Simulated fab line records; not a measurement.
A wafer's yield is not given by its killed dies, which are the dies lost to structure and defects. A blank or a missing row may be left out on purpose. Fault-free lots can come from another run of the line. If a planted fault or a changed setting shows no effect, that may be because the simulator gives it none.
Matching of chambers    flow n5-finfet    N5_FIN_SAQP_ETCH_65 on rie-si-02: 4 sister chambers
The step etches SiO2 in CF4, target depth 4 nm, time 4.4 s. 4 wafers are shown with their chamber, then 10 later ones without.

EACH WAFER AND ITS CHAMBER
wafer   chamber  throttle-valve-pct (%)
L090.1  2        21.35
L090.6  0        21.92
L092.1  3        21.54
L092.3  1        22.23

WAFERS WHOSE CHAMBER IS MISSING
wafer   throttle-valve-pct (%)
L092.6  21.52
L093.1  21.93
L093.2  22.25
L093.3  21.51
L093.4  21.36
L093.5  21.91
L093.6  22.22
L094.1  21.92
L094.2  21.51
L094.6  21.91

CHAMBER TAKEN BY EACH
wafer   from the rows above  in truth
L092.6  3                    3
L093.1  0                    0
L093.2  1                    1
L093.3  3                    3
L093.4  2                    2
L093.5  0                    0
L093.6  1                    1
L094.1  0                    0
L094.2  3                    3
L094.6  0                    0
Correctly placed: 10 of 10. Number that these rows cannot place: 0. Wrongly placed: 0.
How it was worked out, from the rows above alone: a wafer's distance from a chamber is the root of the sum, over the readings, of the square of ((its reading less the chamber's mean) divided by the reading's scatter). The wafer belongs to the nearest chamber; if the next one is less than 2 further off, it can't be placed. A chamber's mean is the mean of its shown wafers. The scatter: with one shown wafer a chamber, the root of the mean of the squares of how far each hidden wafer lies from its nearest shown one.
